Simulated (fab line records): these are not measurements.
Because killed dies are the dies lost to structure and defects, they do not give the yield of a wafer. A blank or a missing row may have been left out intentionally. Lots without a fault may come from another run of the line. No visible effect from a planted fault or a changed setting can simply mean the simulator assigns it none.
Which of the tools did it? | flow nand harc | 33 wafers from 11 lots sampled at 6 of the route's 1159 steps

== WHAT EACH GAUGE READ, for each wafer ==
NHARC_P_M1_INSPECT_11.
lot  | measured     | on                | raw defect count
L238 | day 6 09:52  | defect inspect-01 | 5 1 8
L239 | day 6 10:13  | defect inspect-01 | 3 6 5
L241 | day 6 13:16  | defect inspect-02 | 4 3 4
L240 | day 6 15:19  | defect inspect-01 | 5 9 10
L243 | day 7 04:46  | defect inspect-02 | 3 1 1
L247 | day 8 06:16  | defect inspect-01 | 1 4 4
L253 | day 10 00:17 | defect inspect-02 | 9 10 10
L254 | day 10 03:43 | defect inspect-01 | 4 2 7
L255 | day 10 07:59 | defect inspect-02 | 280 264 261
L258 | day 10 22:58 | defect inspect-01 | 248 265 264
L260 | day 11 08:46 | defect inspect-01 | 2 1 4

NHARC_END_SORT_01.
lot  | measured     | on        | defect limited yield (%) | killed at array | killed at other | killed at periphery | killed dies | killed open | killed short | sort_bin_2_pct (%) | sort_bin_3_pct (%) | sort_bin_4_pct (%) | sort n pass | sort rim yield pct (%) | sort yield pct (%)
L255 | day 25 11:58 | prober-02 | 84.0 84.9 87.1           | 31 28 20        | 1 0 0           | 76 74 67            | 108 102 87  | 5 1 2       | 2 3 4        | 6.5 6.8 5.2        | 2.66 1.33 2.66     | 6.8 6.9 5.0        | 569 575 590 | 89 96 95               | 84.0 84.9 87.1
L258 | day 25 21:22 | prober-02 | 86.1 86.1 85.7           | 25 24 23        | 1 0 0           | 68 70 74            | 94 94 97    | 3 1 1       | 1 3 1        | 6.2 6.8 6.9        | 1.62 1.48 1.92     | 6.1 5.6 5.5        | 583 583 580 | 89 87 91               | 86.1 86.1 85.7

== WHICH TOOL RAN EACH LOT (tool, then ch and the chambers of the sampled wafers, then the start) ==
lot  | NHARC_P_M0_ETCH_34                 | NHARC_P_M1_DEP_00               | NHARC_P_M1_ETCH_15                          | NHARC_P_M1_ETCH_28
L238 | rie diel-12 ch 0,2,3, day 6 05:47  | pecvd-02 ch 0,1,2, day 6 08:58  | rie diel-03 ch 1,2,3, no start              | rie diel-03 ch 0,2,3, no start
L239 | rie diel-02 ch 0,1,2, day 6 06:16  | pecvd-04 ch 0,1, day 6 09:21    | rie diel-04 ch 0,2,3, no start              | rie diel-04 ch 1,2,3, no start
L241 | rie diel-11 ch 1,2,3, day 6 09:29  | pecvd-04 ch 0,1,2, day 6 12:25  | rie diel-04 ch 0,2,3, no start              | rie diel-03 ch 0,1,2, no start
L240 | rie diel-02 ch 1,2,3, day 6 11:21  | pecvd-03 ch 0,1,2, day 6 14:21  | rie diel-08 ch 0,2,3, no start              | rie diel-04 ch 0,2,3, no start
L243 | rie diel-02 ch 0,1,2, day 7 00:52  | pecvd-02 ch 0,1,2, day 7 03:50  | rie diel-08 ch 0,2,3, no start              | rie diel-03 ch 0,2,3, no start
L247 | rie diel-11 ch 0,1,2, day 8 02:17  | pecvd-02 ch 0,1,2, day 8 05:25  | rie diel-04 ch 0,1,2, no start              | rie diel-04 ch 0,2,3, no start
L253 | rie diel-12 ch 0,1,2, day 9 20:23  | pecvd-03 ch 1,2, day 9 23:23    | rie diel-08 ch 0,1, no start                | rie diel-04 ch 0,1,2, no start
L254 | rie diel-02 ch 0,1, day 9 23:44    | pecvd-04 ch 0,2, day 10 02:53   | rie diel-08 ch 1,3, no start                | rie diel-04 ch 0,2,3, no start
L255 | rie diel-12 ch 0,1,3, day 10 04:01 | pecvd-02 ch 0,1, day 10 07:01   | rie diel-04 ch 0,1, day 25 11:58 or earlier | rie diel-03 ch 0,1,2, day 25 11:58 or earlier
L258 | rie diel-02 ch 0,1, day 10 19:04   | pecvd-02 ch 0,1, day 10 22:01   | rie diel-08 ch 1,3, day 25 21:22 or earlier | rie diel-03 ch 0,1, day 25 21:22 or earlier
L260 | rie diel-11 ch 0,1,3, day 11 04:53 | pecvd-04 ch 0,1,2, day 11 07:49 | rie diel-04 ch 1,2,3, no start              | rie diel-03 ch 0,1,3, no start
- NHARC_P_M0_ETCH_34: etches the open film in N2/H2, target depth 40 nm, overetch 12 nm, time 43.94 s.
- NHARC_P_M1_DEP_00: deposits SiOC, target thk 182.5 nm.
- NHARC_P_M1_ETCH_15: etches the open film in C4F8/Ar, target depth 182.5 nm, time 91.2 s.
- NHARC_P_M1_ETCH_28: etches the open film in CF4/N2, target depth 30 nm, time 72.99 s.

== WHAT THE TOOLS THEMSELVES READ (means of the sampled wafers that have a number; where no wafer has one, the mark that the record gives instead) ==
NHARC_P_M0_ETCH_34.
lot  | tool        | drypump motor current A (A) | oes product au (a.u.) | rf vpp V (V) | showerhead plenum p Torr (Torr) | throttle valve pct (%)
L238 | rie diel-12 | 6.2                         | 1.005                 | 428.4        | 1.97                            | 14.167
L239 | rie diel-02 | 5.8                         | 0.997                 | 431.6        | 2.11                            | 14.173
L241 | rie diel-11 | 5.3                         | 0.997                 | 430.6        | 2.04                            | 14.173
L240 | rie diel-02 | 5.7                         | 0.999                 | 431.8        | 2.09                            | 14.174
L243 | rie diel-02 | 5.8                         | 0.996                 | 433.2        | 2.11                            | 14.173
L247 | rie diel-11 | 5.4                         | 0.994                 | 429.5        | 2.03                            | 14.174
L253 | rie diel-12 | 6.1                         | 1.001                 | 432.0        | 2.05                            | 14.175
L254 | rie diel-02 | 6.1                         | 1.004                 | 432.8        | 2.13                            | 14.175
L255 | rie diel-12 | 6.1                         | 1.003                 | 428.5        | 1.99                            | 14.174
L258 | rie diel-02 | 6.2                         | 0.999                 | 432.2        | 2.11                            | 14.165
L260 | rie diel-11 | 5.5                         | 0.998                 | 428.9        | 2.00                            | 14.170

NHARC_P_M1_ETCH_15.
lot  | tool        | oes product au (a.u.) | rf vpp V (V)
L238 | rie diel-03 | 0.968                 | 441.9
L239 | rie diel-04 | 0.973                 | 440.7
L241 | rie diel-04 | 0.965                 | 440.7
L240 | rie diel-08 | 0.971                 | 440.2
L243 | rie diel-08 | 0.966                 | 440.2
L247 | rie diel-04 | 0.956                 | 441.1
L253 | rie diel-08 | 0.943                 | 441.1
L254 | rie diel-08 | 0.973                 | 440.0
L255 | rie diel-04 | 0.965                 | 440.3
L258 | rie diel-08 | 0.971                 | 439.8
L260 | rie diel-04 | 0.921                 | 442.9

NHARC_P_M1_ETCH_28.
lot  | tool        | cf4 flow sccm (sccm) | drypump motor current A (A) | oes product au (a.u.) | rf vpp V (V) | showerhead plenum p Torr (Torr) | throttle valve pct (%)
L238 | rie diel-03 | 50.01                | 5.4                         | 0.997                 | 315.6        | 2.68                            | 19.793
L239 | rie diel-04 | 50.08                | 5.8                         | 1.012                 | 315.0        | 2.68                            | 19.794
L241 | rie diel-03 | 50.01                | 5.5                         | 1.003                 | 313.3        | 2.59                            | 19.799
L240 | rie diel-04 | 49.94                | 5.5                         | 1.001                 | 313.5        | 2.61                            | 19.794
L243 | rie diel-03 | 50.02                | 5.4                         | 1.001                 | 314.8        | 2.68                            | 19.796
L247 | rie diel-04 | 50.02                | 5.5                         | 1.003                 | 313.9        | 2.61                            | 19.791
L253 | rie diel-04 | 49.88                | 5.8                         | 0.996                 | 313.7        | 2.63                            | 19.793
L254 | rie diel-04 | 50.01                | 5.5                         | 0.991                 | 314.1        | 2.61                            | 19.808
L255 | rie diel-03 | 49.80                | 5.5                         | 1.005                 | 313.7        | 2.58                            | 19.786
L258 | rie diel-03 | 50.05                | 5.7                         | 1.001                 | 311.8        | 2.49                            | 19.790
L260 | rie diel-03 | 50.00                | 5.6                         | 1.008                 | 313.6        | 2.58                            | 19.789

== THE ANSWER, worked out from the rows above alone ==
Rule: the usual values come from the lots themselves. The widest of any qualifying gaps counts: lots, ordered by their means at a reading, are off when they make up no more than a third of the lots, leave a main group of 4 or more, and stand apart from it by 3 or more times the standard deviation of that group's means. A main group whose means are all the same, to the digits that the tables above print for the reading, isn't used. A lot without any number at a reading at which 4 lots or more have one is off too. All remaining lots with rows at the step are treated as sound. First the gauges in route order, then the tools' own readings, where a lot's mean is used as printed above. The first step at which some lot is off is used, and at that step the reading that is off furthest; a lot without a number counts as furthest.
Off at NHARC_P_M1_INSPECT_11 (raw defect count): L255, L258. For the main group the mean is 4.7 and the standard deviation 2.5.
A tool fits if, at a process step before that reading, it ran every lot that is off, and no sound lot after the first of them. Gauges at NHARC_P_M1_INSPECT_11: tried the same way as those tools. One fits: NHARC_P_M1_DEP_00 on pecvd-02. A fault onset in the window from L247 (day 8 05:25, its last sound lot) to L255 (day 10 07:01, its first lot off) fits.

== WHAT HAD BEEN PUT IN BY THE SIMULATOR ==
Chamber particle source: pecvd-02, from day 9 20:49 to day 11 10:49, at NHARC_P_M1_DEP_00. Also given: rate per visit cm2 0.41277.
Struck lots among those shown: L255, L258. The rule above reached the same finding.
